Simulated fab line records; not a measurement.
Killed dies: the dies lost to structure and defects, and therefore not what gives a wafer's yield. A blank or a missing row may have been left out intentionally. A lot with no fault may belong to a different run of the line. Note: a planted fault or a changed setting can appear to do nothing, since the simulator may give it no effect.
fab line records	flow n5-finfet
record lots=4	wafers=10	last-day=16
route steps=1938 shown BEOL_M4@1099 BEOL_M5@1112 PASSIVATION@1936
lots untouched by any fault: they come from a run of this same line in which no faults occurred
start-h: the number of hours between the record's first day and the start of the first shown wafer of the lot	wait-h: hours since the lot's step before	" same as the row above	L1.1+2: one row covering several wafers at once	- either no value or no given start	* or withheld: withheld	< > ~ a bound
route shown NAME@n: a module of which the file shows steps, and the number in the route of the first	usual: mean/standard deviation taken from wafers without a fault	same: alike in all rows	chamber/n: place in a boat	sites: each site's reading	_std_site: the standard deviation of these	_edge_site: inner sites' mean taken away from outer sites' mean	radius-mm: for every site, how far away it sits from the centre of the wafer	mask NAME#n: copy n	behind: tool/chamber where the wafer was last shaped	hold: cause of the lot's hold/its duration in hours/its outcome	device: names the non-switching transistor (n, p or np)	end of line: the same wafers' tests at the end of the route	a step given without rows: its recipe and nothing more	killed: not the wafer's yield, but the dies lost to structure and defects at the first sort	map: a wafer's dies, marking killed ones x, the rest . and places with no die _
set.NAME: the setting as run; set.NAME@STEP: as run at that earlier step	model.NAME: the simulator's own value behind a step, which no gauge read
a table for each step, a row for each wafer; lots at some steps of the route
services: when a tool's chamber went out of use (start-h, in hours from the record's first day, below 0 if earlier), for how many hours, and the reason
## steps
# step N5_BEOL_M4_ANNEAL_95
# recipe temp-c=400	time-s=240	ambient=vacuum
# step N5_BEOL_M4_SPUTTER_96
# recipe material=Cu	target-thk-a=45	temp-c=-20	chamber-pressure-pa=0.07	power-w=withheld	time-s=8.29
# step N5_BEOL_M4_ECD_50
# recipe material=Cu	target-thk-a=3000
# step N5_BEOL_M4_ANNEAL_51
# recipe temp-c=225	time-s=90	ambient=N2
# step N5_BEOL_M4_CMP_52
# recipe stop-on=SiOC	t-overpolish-s=6.8	down-force-psi=1	platen-rpm=50	clearing-platen-down-force-psi=1.5	clearing-platen-rpm=50	post-cmp-clean=cu-alkaline	target-thk-nm=40	clearing-platen-pad-velocity-m-s=0.99484	pad-velocity-m-s=0.99484
# step N5_BEOL_M4_PRE_CLEAN_60
# recipe gas=NH3/H2	time-s=15	temp-c=*	rf-power-w=300
# step N5_BEOL_M4_CO_CAP_55
# recipe material=Co	target-thk-a=20	temp-c=200	precursor=CCTBA/H2	pressure-torr=30	time-s=102.1
# step N5_BEOL_M4_PRE_CLEAN_56
# recipe gas=NH3	time-s=15	temp-c=withheld	rf-power-w=300
# step N5_BEOL_M4_DEP_57
# recipe material=SiCN	target-thk-a=80	temp-c=withheld	precursor=3MS/NH3	pressure-torr=3	rf-w=202	time-s=14
# step N5_BEOL_M4_RC_MEAS_101
# usual DIBL_N=36.0/2.5	DIBL_P=36.2/3	IOFF_N=0.16/0.044	IOFF_P=0.21/0.049	ION_N=671/15	ION_P=461/8.7	SS_N=71.5/0.72	SS_P=73.4/0.9	VT_N=251/4.4	VT_P=-250/4
lot.wafer	tool	chamber	start-h	wait-h	DIBL_N[mV/V]	DIBL_P[mV/V]	IOFF_N[nA/um]	IOFF_P[nA/um]	ION_N[uA/um]	ION_P[uA/um]	SS_N[mV/dec]	SS_P[mV/dec]	VT_N[mV]	VT_P[mV]
L860.2	prober-02	0	189.40	0.8	29.5	30.2	0.08	0.13	638	444	70.2	71.6	261	-259
L860.4	"	0	"	"	31.8	32.8	0.10	0.14	651	447	71.0	72.9	258	-258
L860.6	"	0	"	"	34.0	36.0	0.12	0.18	647	447	71.3	73.2	257	-257
L866.1	prober-02	0	223.56	0.0	36.6	37.4	0.16	0.23	684	476	71.3	73.5	249	-249
L866.4	"	0	"	"	38.0	38.2	0.18	0.24	671	464	71.8	72.8	250	-251
L869.2	prober-02	0	244.47	0.2	35.3	34.4	0.13	0.20	671	460	71.0	73.2	251	-251
L869.5	"	0	"	"	33.5	31.9	0.10	0.16	656	463	70.2	73.2	254	-250
L875.2	prober-02	0	271.16	0.2	38.9	40.4	0.23	0.28	701	476	72.3	73.8	245	-246
L875.4	"	0	"	"	35.1	34.5	0.15	0.18	678	458	71.1	72.5	249	-253
L875.5	"	0	"	"	36.7	37.4	0.17	0.22	692	468	72.2	73.7	250	-252
# step N5_BEOL_M5_ILD_DEP_00
# recipe material=SiCOH_lowk	target-thk-a=1406.4	temp-c=300	precursor=DEMS/porogen	pressure-torr=5	rf-w=500	time-s=25.9
# step N5_BEOL_M5_CURE_79
# recipe temp-c=385	time-s=240	ambient=He/Ar	material=SiCOH_lowk
# step N5_BEOL_M5_PECVD_70
# recipe material=SiO2	target-thk-a=160	temp-c=400	precursor=TEOS/O2	pressure-torr=5.5	rf-w=450	teos-flow-sccm=53.8	gas=O2	flow-sccm=3000	time-s=18
# step N5_BEOL_M5_HM_DEP_02
# recipe material=TiN	target-thk-a=200	temp-c=25	chamber-pressure-pa=0.49996
# step N5_BEOL_M5_COAT_59
# recipe resist=SOC	temp-c=250	time-s=60	spin-rpm=1500	resist-thk-nm=60
# step N5_BEOL_M5_COAT_60
# recipe resist=SiARC	temp-c=220	time-s=60	spin-rpm=1500	resist-thk-nm=12
# step N5_BEOL_M5_COAT_71
# recipe resist=underlayer	temp-c=205	time-s=60	spin-rpm=1500	resist-thk-nm=5
# step N5_BEOL_M5_COAT_05
# recipe resist=CAR-EUV	spin-rpm=1500	resist-thk-nm=30
# step N5_BEOL_M5_EBR_07
# recipe solvent=PGMEA	ebr-width-mm=1.5
# step N5_BEOL_M5_SOFTBAKE_06
# recipe temp-c=110	time-s=60	resist=CAR-EUV
# step N5_BEOL_M5_EXPOSE_08
# recipe mask-id=M5	na=0.33	source-shape=annular	sigma-inner=0.4	sigma-outer=0.8	polarization=unpolarized	target-cd-nm=28	dose-mj=35.75
# step N5_BEOL_M5_PEB_09
# recipe peb-temp-c=100	peb-time-s=60	resist=CAR-EUV
# step N5_BEOL_M5_DEVELOP_10
# recipe develop-time-s=30	developer=TMAH	resist=CAR-EUV	rinse-liquid=surfactant-rinse	dry=air-spin	dev-temp-c=23
# step N5_BEOL_M5_DESCUM_16
# recipe chemistry=O2	time-s=7	source-power-w=50	bias-power-w=20	pressure-mtorr=20	rf-frequency-hz=2.712e+07	temp-c=40	resist=CAR-EUV	o2-flow-sccm=225
# step N5_BEOL_M5_ETCH_72
# recipe chemistry=N2/H2	target=underlayer	target-depth-a=65	mask-material=CAR-EUV	time-s=5.2	ion-energy-ev=200	pressure-mtorr=30	source-w=840	bias-w=150	n2-flow-sccm=200	h2-flow-sccm=200	ends=cleared
# step N5_BEOL_M5_ETCH_61
# recipe chemistry=CF4	target=SiARC	target-depth-a=156	mask-material=CAR-EUV	time-s=26	ion-energy-ev=80	pressure-mtorr=40	source-w=545	bias-w=36	Ar_flow_sccm=100	cf4-flow-sccm=100	ends=cleared
# step N5_BEOL_M5_ETCH_62
# recipe chemistry=N2/H2	target=SOC	target-depth-a=750	overetch-a=150	mask-material=SiARC	temp-c=40	time-s=112.5	ion-energy-ev=200	pressure-mtorr=30	source-w=840	bias-w=150	n2-flow-sccm=200	h2-flow-sccm=200
# step N5_BEOL_M5_STRIP_63
# recipe chemistry=N2/H2	temp-c=40	n2-flow-sccm=200	h2-flow-sccm=200	rf-frequency-hz=6e+07
# step N5_BEOL_M5_STRIP_73
# recipe chemistry=N2/H2	temp-c=40	n2-flow-sccm=200	h2-flow-sccm=200	rf-frequency-hz=6e+07
# step N5_BEOL_M5_STRIP_64
# recipe chemistry=CF4	resist=SiARC	power-w=300	bias-power-w=75	pressure-mtorr=50	cf4-flow-sccm=150	rf-frequency-hz=6e+07
# step N5_BEOL_M5_HM_OPEN_17
# recipe chemistry=Cl2/BCl3	target-depth-a=200	overetch-a=60	target=TiN	mask-material=SOC	ion-energy-ev=150	pressure-mtorr=10	icp-w=1000	bias-w=126	Cl2_flow_sccm=53.25	bcl3-flow-sccm=21.75	Ar_flow_sccm=25
# step N5_BEOL_M5_STRIP_19
# recipe chemistry=O2	power-w=400	temp-c=40	pressure-mtorr=30	rf-frequency-hz=6e+07	bias-power-w=0	overash-fraction=0.2	o2-flow-sccm=225
# step N5_BEOL_M5_COAT_65
# recipe resist=SOC	temp-c=250	time-s=60	spin-rpm=1500	resist-thk-nm=60
# step N5_BEOL_M5_COAT_66
# recipe resist=SiARC	temp-c=220	time-s=60	spin-rpm=1500	resist-thk-nm=12
# step N5_BEOL_M5_TRENCH_ETCH_37
# recipe chemistry=C4F6/O2	target-depth-a=716.52	target=SiCOH_lowk	time-s=24.7	ion-energy-ev=250	pressure-mtorr=30	source-w=345	bias-w=185	Ar_flow_sccm=300	C4F6_flow_sccm=10	O2_flow_sccm=10
# usual drypump-motor-current-A=5.7/0.45	oes_o_777_au=0.79/0.087	oes-product-au=0.79/0.085	rf-vpp-V=675/28	run-length-s=48.1/0.39	showerhead-plenum-p-Torr=2.85/0.09	throttle-valve-pct=20.99/0.2
lot.wafer	tool	chamber	start-h	wait-h	drypump-motor-current-A	oes_o_777_au	oes-product-au	rf-hours-counter-h	rf-vpp-V	run-length-s	showerhead-plenum-p-Torr	throttle-valve-pct	model.BEOL_M5.feature-depth-nm	model.etch.depth-nm	model.TiN_of_BEOL_M5_HM_DEP_02.thk-nm
L860.2	rie-diel-06	0	193.76	-	5.2	0.78	0.80	74	662	47.8	2.76	20.70	67.8	67.82	17.8
L860.4	"	3	"	"	6.2	0.85	0.87	37	679	47.6	2.92	20.92	72	72.09	18.4
L860.6	"	2	"	"	6.0	0.71	0.69	-	654	48.3	2.79	20.95	69.8	69.83	18
L866.1	rie-diel-06	3	232.07	-	6.2	0.83	0.86	50	678	33.1	2.92	20.97	31	31.09	19.6
L866.4	"	0	"	"	5.2	0.77	0.80	87	663	48.4	2.75	20.71	68	67.98	17.8
L869.2	rie-diel-06	0	249.12	-	5.2	0.76	0.79	95	663	34.0	2.75	20.73	29.6	29.5	19.4
L869.5	"	2	"	"	6.0	0.71	0.67	-	652	48.6	2.78	20.96	69.6	69.63	17.8
L875.2	rie-diel-04	3	275.57	-	5.2	0.88	0.82	72	646	48.0	2.76	20.87	69.8	69.89	18
L875.4	"	2	"	"	5.7	1.05	1.00	3	643	48.2	3.04	21.08	73	73.04	18.4
L875.5	"	2	"	"	5.7	1.06	0.99	-	644	48.6	3.04	21.08	73.4	73.37	18
# step N5_BEOL_M5_OCD_MEAS_38
# usual trench-depth-nm=71.1/2
lot.wafer	tool	chamber	start-h	wait-h	trench-depth-nm
L860.2	ocd-02	-	193.92	-	67.3
L860.4	"	-	"	"	72.5
L860.6	"	-	"	"	70.1
L866.1	ocd-01	-	232.23	-	30.7
L866.4	"	-	"	"	67.4
L869.2	ocd-01	-	249.27	-	29.5
L869.5	"	-	"	"	69.6
L875.2	ocd-02	-	275.73	-	69.5
L875.4	"	-	"	"	72.4
L875.5	"	-	"	"	73.4
# step N5_BEOL_M5_CMP_52
# recipe stop-on=SiCOH_lowk	t-overpolish-s=6.9	down-force-psi=1	platen-rpm=50	clearing-platen-down-force-psi=1.5	clearing-platen-rpm=50	post-cmp-clean=cu-alkaline	target-thk-nm=62	clearing-platen-pad-velocity-m-s=0.99484	pad-velocity-m-s=0.99484
# usual motor-current-A=6.2/0.8
lot.wafer	tool	chamber	start-h	wait-h	motor-current-A	model.Cu_of_BEOL_M5_ECD_50.thk-nm
L860.2	cmp-03	3	200.22	0.2	5.8	57.8
L860.4	"	1	"	"	5.8	62
L860.6	"	0	"	"	7.6	58.6
L866.1	cmp-03	1	238.81	0.3	6.0	21.4
L866.4	"	3	"	"	5.9	58.4
L869.2	cmp-02	3	255.62	0.2	6.0	20.4
L869.5	"	2	"	"	6.1	59.8
L875.2	cmp-02	2	282.01	0.2	6.4	58.4
L875.4	"	0	"	"	6.5	63.8
L875.5	"	2	"	"	5.8	62.2
# step N5_BEOL_M5_THK_MEAS_53
# recipe thk-meas-gauge=xrf	reads=Cu_of_BEOL_M5_ECD_50
# usual M5_THK=61.5/2.3
lot.wafer	tool	chamber	start-h	wait-h	M5_THK[nm]
L860.2	film-metro-01	-	200.51	-	58.3
L860.4	"	-	"	"	62.4
L860.6	"	-	"	"	59.1
L866.1	film-metro-02	-	239.07	-	21.4
L866.4	"	-	"	"	58.5
L869.2	film-metro-01	-	255.87	-	20.6
L869.5	"	-	"	"	60.1
L875.2	film-metro-02	-	282.31	-	59.0
L875.4	"	-	"	"	64.4
L875.5	"	-	"	"	62.6
# step N5_BEOL_M5_RS_MEAS_57
# recipe thk-meas-gauge=four-point-probe	reads=Co_of_BEOL_M5_CO_CAP_78+Cu_of_BEOL_M5_ECD_50+Co_of_BEOL_M5_CVD_47+TaN_of_BEOL_M5_ALD_86
# usual M5_RS=0.393/0.018
lot.wafer	tool	chamber	start-h	wait-h	M5_RS[ohm/sq]
L860.2	film-metro-02	-	200.79	0.1	0.423
L860.4	"	-	"	"	0.385
L860.6	"	-	"	"	0.413
L866.1	film-metro-01	-	239.33	0.0	1.550
L866.4	"	-	"	"	0.415
L869.2	film-metro-02	-	256.13	0.1	1.640
L869.5	"	-	"	"	0.404
L875.2	film-metro-01	-	282.63	0.1	0.417
L875.4	"	-	"	"	0.374
L875.5	"	-	"	"	0.385
# step N5_PASSIVATION_PROBE_49
# usual defect-limited-yield=91.7/1.4	killed_at_M0_to_M3=31/11	killed_at_M4_up=13/4.6	killed-at-contacts=13/6.7	killed-at-front-end=39/9.6	killed-at-other=3.5/2.8	killed-dies=98/16	killed-on-rim=13/4.2	killed-open=64/11	killed-short=33/8.5	sort_bin_4_leakage=0.00/0.032	sort_bin_5_function=4.9/0.96	sort_bin_6_memory=3.1/0.59	sort_bin_8_speed=0.2/1.3	sort-n-pass=1080/23	sort-yield-pct=91.5/1.9
# same gross-dies=1180	killed-at-back-side=0
lot.wafer	tool	chamber	start-h	wait-h	defect-limited-yield[%]	killed_at_M0_to_M3	killed_at_M4_up	killed-at-contacts	killed-at-front-end	killed-at-other	killed-dies	killed-on-rim	killed-open	killed-short	sort_bin_4_leakage[%]	sort_bin_5_function[%]	sort_bin_6_memory[%]	sort_bin_8_speed[%]	sort-n-pass	sort-yield-pct[%]
L860.2	prober-01	-	301.91	0.2	90.3	31	17	9	55	3	115	14	74	37	0	4.7	4.7	2.5	1035	87.7
L860.4	prober-01	-	302.01	0.3	92.5	14	11	1	58	5	89	7	63	26	0	4.1	3.4	0	1091	92.5
L860.6	prober-01	-	302.11	0.4	93.5	18	13	13	32	1	77	9	50	27	0	3.7	2.5	0	1103	93.5
L866.1	prober-02	-	337.76	0.0	1.8	21	1082	10	45	1	1159	147	58	29	0	95.7	2.4	0	21	1.8
L866.4	prober-02	-	337.91	0.2	91.4	36	9	15	38	4	102	10	67	33	0	4.4	3.4	0	1078	91.4
L869.2	prober-01	-	343.66	0.1	0	38	1085	13	40	4	1180	152	61	47	0	96.9	2.8	0	0	0
L869.5	prober-01	-	343.81	0.2	89.6	50	13	13	45	2	123	13	78	45	0	6.7	3.1	0	1057	89.6
L875.2	prober-02	-	377.55	0.1	93.8	23	7	9	28	6	73	11	41	31	0.17	3.0	2.9	0	1105	93.6
L875.4	prober-02	-	377.65	0.2	88.8	45	14	12	53	8	132	15	77	54	0	6.8	3.8	0	1048	88.8
L875.5	prober-02	-	377.70	0.2	91.9	45	6	2	37	5	95	11	65	30	0	4.7	3.0	0	1085	91.9
# killed by level:class
L860.2 STI_FIN_REVEAL:geometric-particle:open=21 BEOL_M0_SAQP:geometric-particle:short=8 BEOL_M1:geometric-particle:open=8 MOL_CONTACT_COAG:geometric-particle:open=7 BEOL_M3:geometric-particle:open=7 BEOL_M4:geometric-particle:open=7 FIN_SAQP:geometric-particle:open=6 FIN_SAQP:geometric-particle:short=6
L860.4 STI_FIN_REVEAL:geometric-particle:open=28 FIN_SAQP:geometric-particle:open=10 STI_FIN_REVEAL:geometric-particle:short=8 BEOL_M1:geometric-particle:open=6 BEOL_M4:geometric-particle:open=5 DUMMY_GATE:geometric-particle:open=4 GATE_CUT:geometric-particle:short=4 BEOL_M1:geometric-particle:short=2
L860.6 MOL_CONTACT_COAG:geometric-particle:open=12 STI_FIN_REVEAL:geometric-particle:open=9 STI_FIN_REVEAL:geometric-particle:short=8 FIN_SAQP:geometric-particle:short=4 ILD0:geometric-particle:open=4 BEOL_M1:geometric-particle:open=4 BEOL_M3:geometric-particle:open=4 BEOL_M4:geometric-particle:open=4
L866.1 BEOL_M5:area-ecd=1072 FIN_SAQP:geometric-particle:open=8 STI_FIN_REVEAL:geometric-particle:open=8 MOL_CONTACT_COAG:geometric-particle:open=8 FIN_SAQP:geometric-particle:short=7 DUMMY_GATE:geometric-particle:open=7 BEOL_M0_SAQP:geometric-particle:short=6 BEOL_M0:geometric-particle:open=5
L866.4 MOL_CONTACT_COAG:geometric-particle:open=13 BEOL_M0_SAQP:geometric-particle:open=9 FIN_SAQP:geometric-particle:open=8 BEOL_M0_SAQP:geometric-particle:short=8 STI_FIN_REVEAL:geometric-particle:open=7 BEOL_M3:geometric-particle:short=6 DUMMY_GATE:geometric-particle:open=5 FIN_SAQP:geometric-particle:short=4
L869.2 BEOL_M5:area-ecd=1072 BEOL_M0_SAQP:geometric-particle:short=14 STI_FIN_REVEAL:geometric-particle:open=10 FIN_SAQP:geometric-particle:open=8 MOL_CONTACT_COAG:geometric-particle:open=8 STARTING-WAFER:geometric-particle:short=6 MOL_CONTACT_COAG:geometric-particle:short=5 BEOL_M0_SAQP:geometric-particle:open=5
L869.5 BEOL_M0_SAQP:geometric-particle:short=13 FIN_SAQP:geometric-particle:short=11 BEOL_M0_SAQP:geometric-particle:open=11 STI_FIN_REVEAL:geometric-particle:open=11 FIN_SAQP:geometric-particle:open=10 BEOL_M0:geometric-particle:open=10 MOL_CONTACT_COAG:geometric-particle:open=10 BEOL_M4:geometric-particle:open=6
L875.2 BEOL_M3:geometric-particle:open=6 STI_FIN_REVEAL:geometric-particle:open=6 MOL_CONTACT_COAG:geometric-particle:open=6 BEOL_M1:geometric-particle:open=6 GATE_CUT:geometric-particle:short=5 STI_FIN_REVEAL:geometric-particle:short=4 BEOL_M0_SAQP:geometric-particle:short=4 BEOL_M3:geometric-particle:short=4
L875.4 STI_FIN_REVEAL:geometric-particle:open=18 MOL_CONTACT_COAG:geometric-particle:open=10 GATE_CUT:geometric-particle:short=8 BEOL_M0_SAQP:geometric-particle:short=8 BEOL_M3:geometric-particle:open=8 BEOL_M1:geometric-particle:open=7 BEOL_M1:geometric-particle:short=7 GATE_CUT:geometric-particle:open=6
L875.5 BEOL_M0_SAQP:geometric-particle:open=14 BEOL_M0_SAQP:geometric-particle:short=10 STI_FIN_REVEAL:geometric-particle:open=9 BEOL_M2:geometric-particle:open=7 FIN_SAQP:geometric-particle:open=5 DUMMY_GATE:geometric-particle:open=5 BEOL_M1:geometric-particle:open=5 GATE_CUT:geometric-particle:open=4
# map L866.1 (x killed, . not)
_________________xxxxxxxxxxxx________________
______________x.xxxxx.xxxxxxxxxx_____________
___________.xxxxxxxxxx.xxxxxxxxxxxx__________
__________xxxxxxxxxxxxxxxxxxxxxxx.xx_________
________xxxxxxxxxxxxxxxxxxxxxxx.xxxxxx_______
_______xxxxxxxxxxxxxxxxxxxxxxxxxxxxxxxx______
______xxxxxxxxxxx.xxxx.xxxxxxxxxxxxxxxxx_____
_____xxxxxxxxxxxx.xxxxxxxxxxxxxxxxxxxxxxx____
____xxxxxxxxxxxxxxxxxxxxx.xxxxxxxxxxxxxxxx___
___xxxxxxxxxxxxxxxxxxxxxxxxxxxxxxxxxxxxxxxx__
___xxxxxxxxxxxxxxxxxxxxxxxxxxxxxxxxxxxxxxxx__
__xxxxxxxxxxxxxxxxxxxxxxxxxxxxxxxxxxxxxxxxxx_
__xxxxxxx.xxxxxxxxxxxxxxxxxxxxxxxxxxxxxxxxx._
_.xxxxxxxxxxxxxxxxxxxxxxxxxxxxxxxxxxxxxxxxx.x
_xxxxxxxxxxxxxxxxxxxxxxxxxxxxxxxxxxxxxxxxxxxx
_xxxxxxxxxxxxxxxxxxxxxxxxxxxxxxxxxxxxxxxxxxxx
_xxxxxxxxxxxxxxxxxxxxxxxxxxxxxxxxxxxxxxxxxxxx
_xxxxxxxxxxxxxxxxxxxx.xxxxxxxxxxxxxxxxxxxxxxx
_xxxxxxxxxxxxxxxxxxxxxxxxxxxxxxxxxxxxxx.xxxxx
_xxxxxxxxxxxxxxxxxxxxxxxxxxxxxxxxxxxxxxxxxxxx
_xxxxxxxxxxxxxxxxxxxxxxxxxxxxxxxxxxxxxxxxxxxx
__xxxxxxxxxxxxxxxxxxxxxxxxxxxxxxxxxxxxxxxxxx_
__xxxxxxxxxxxxxxxxxxxxxxxxxxxxxxxxxxxxxxxxxx_
___xxxxxxxxxxxxxxxxxxxxxxxxxxxxxxx.xxxx.xxx__
___xxxxxxxxxxxxxxxxxxxxxxxxxxxxxxxxxxxxxxxx__
____xxxxxxxxxxxxxxxxxxxxxxxxxxxxxxxxxxxxxx___
_____xxxxxxxxxxxxxxxxxxxxxxxxxxxxxxxxxxxx____
______xxxxxxxxxxxxxxxxxxxxxxxxxxxxxxxxxx_____
_______xxxxxxxxxxxxxxxxxxxx.xxxxxxxxxxx______
________xxxxxxxxxxxxxxxxxxxxxxxxxxxxxx_______
__________xxxxxxxxxxxxxxxxxxxxxxxxxx_________
___________xxxxxxxxxxxxx..xxxxxxxxx__________
______________xxxxxxxxxxxxxxxxxx_____________
_________________xxxxxxxxxxxx________________
# map L869.2 (x killed, . not)
_________________xxxxxxxxxxxx________________
______________xxxxxxxxxxxxxxxxxx_____________
___________xxxxxxxxxxxxxxxxxxxxxxxx__________
__________xxxxxxxxxxxxxxxxxxxxxxxxxx_________
________xxxxxxxxxxxxxxxxxxxxxxxxxxxxxx_______
_______xxxxxxxxxxxxxxxxxxxxxxxxxxxxxxxx______
______xxxxxxxxxxxxxxxxxxxxxxxxxxxxxxxxxx_____
_____xxxxxxxxxxxxxxxxxxxxxxxxxxxxxxxxxxxx____
____xxxxxxxxxxxxxxxxxxxxxxxxxxxxxxxxxxxxxx___
___xxxxxxxxxxxxxxxxxxxxxxxxxxxxxxxxxxxxxxxx__
___xxxxxxxxxxxxxxxxxxxxxxxxxxxxxxxxxxxxxxxx__
__xxxxxxxxxxxxxxxxxxxxxxxxxxxxxxxxxxxxxxxxxx_
__xxxxxxxxxxxxxxxxxxxxxxxxxxxxxxxxxxxxxxxxxx_
_xxxxxxxxxxxxxxxxxxxxxxxxxxxxxxxxxxxxxxxxxxxx
_xxxxxxxxxxxxxxxxxxxxxxxxxxxxxxxxxxxxxxxxxxxx
_xxxxxxxxxxxxxxxxxxxxxxxxxxxxxxxxxxxxxxxxxxxx
_xxxxxxxxxxxxxxxxxxxxxxxxxxxxxxxxxxxxxxxxxxxx
_xxxxxxxxxxxxxxxxxxxxxxxxxxxxxxxxxxxxxxxxxxxx
_xxxxxxxxxxxxxxxxxxxxxxxxxxxxxxxxxxxxxxxxxxxx
_xxxxxxxxxxxxxxxxxxxxxxxxxxxxxxxxxxxxxxxxxxxx
_xxxxxxxxxxxxxxxxxxxxxxxxxxxxxxxxxxxxxxxxxxxx
__xxxxxxxxxxxxxxxxxxxxxxxxxxxxxxxxxxxxxxxxxx_
__xxxxxxxxxxxxxxxxxxxxxxxxxxxxxxxxxxxxxxxxxx_
___xxxxxxxxxxxxxxxxxxxxxxxxxxxxxxxxxxxxxxxx__
___xxxxxxxxxxxxxxxxxxxxxxxxxxxxxxxxxxxxxxxx__
____xxxxxxxxxxxxxxxxxxxxxxxxxxxxxxxxxxxxxx___
_____xxxxxxxxxxxxxxxxxxxxxxxxxxxxxxxxxxxx____
______xxxxxxxxxxxxxxxxxxxxxxxxxxxxxxxxxx_____
_______xxxxxxxxxxxxxxxxxxxxxxxxxxxxxxxx______
________xxxxxxxxxxxxxxxxxxxxxxxxxxxxxx_______
__________xxxxxxxxxxxxxxxxxxxxxxxxxx_________
___________xxxxxxxxxxxxxxxxxxxxxxxx__________
______________xxxxxxxxxxxxxxxxxx_____________
_________________xxxxxxxxxxxx________________
## services
tool	chamber	start-h	hours	kind
rie-diel-04	-	188.17	14.6	pm
cmp-02	-	248.06	0.8	repair
cmp-02	-	252.76	2.7	repair
rie-diel-04	2	254.55	-	clean
rie-diel-04	2	254.55	-	consumable-replace:focus-ring
rie-diel-04	2	254.55	-	consumable-replace:showerhead
rie-diel-04	2	254.55	11.3	scheduled-down
rie-diel-04	2	254.55	11.3	vent-cycle
cmp-02	-	263.10	2.0	repair
rie-diel-06	0	267.66	4.5	repair
rie-diel-06	2	272.21	-	clean
rie-diel-06	2	272.21	-	consumable-replace:focus-ring
rie-diel-06	2	272.21	23.9	scheduled-down
rie-diel-06	2	272.21	23.9	vent-cycle
rie-diel-04	3	278.44	4.5	repair
cmp-03	-	281.13	8.0	repair
## key
first-sign step=N5_BEOL_M5_TRENCH_ETCH_37	reading=run-length-s	direction=down	sigmas=37	usual=*	struck=*
effect step=N5_BEOL_M5_OCD_MEAS_38	reading=trench-depth-nm	direction=down	sigmas=21	usual=71.1	struck=30.1
effect step=N5_BEOL_M5_THK_MEAS_53	reading=M5_THK	direction=down	sigmas=18	usual=61.5	struck=21.0
effect step=N5_BEOL_M5_RS_MEAS_57	reading=M5_RS	direction=up	sigmas=66	usual=0.393	struck=1.595
effect step=N5_PASSIVATION_PROBE_49	reading=killed_at_M4_up	direction=up	sigmas=99+	usual=13	struck=1084
model-effect step=N5_BEOL_M5_TRENCH_ETCH_37	value=BEOL_M5.feature-depth-nm	without=70	struck=30.3
model-effect step=N5_BEOL_M5_CMP_52	value=Cu_of_BEOL_M5_ECD_50.thk-nm	without=60.5	struck=20.9
more-kills-born-at N5_BEOL_M5_ECD_50@ecd-cu-02=1072	N5_BEOL_M5_ECD_50@ecd-cu-01=1072
met-at N5_BEOL_M5_TRENCH_ETCH_37
struck-wafers L866.1,L869.2
later-rows-left-out L866.1,L869.2
onset-between 193.76 232.07
fault kind=process-parameter-drift	tool=rie-diel-06	chamber=-	onset-h=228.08	steps=N5_BEOL_M5_TRENCH_ETCH_37	channel=time-s	offset=*	shape=step	end-h=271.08	scope=struck-wafers-only	acts-in=*	stated=*
# later-rows-left-out: the simulator's readings of these wafers behind a module that went badly wrong aren't trusted and aren't shown, but for the sort
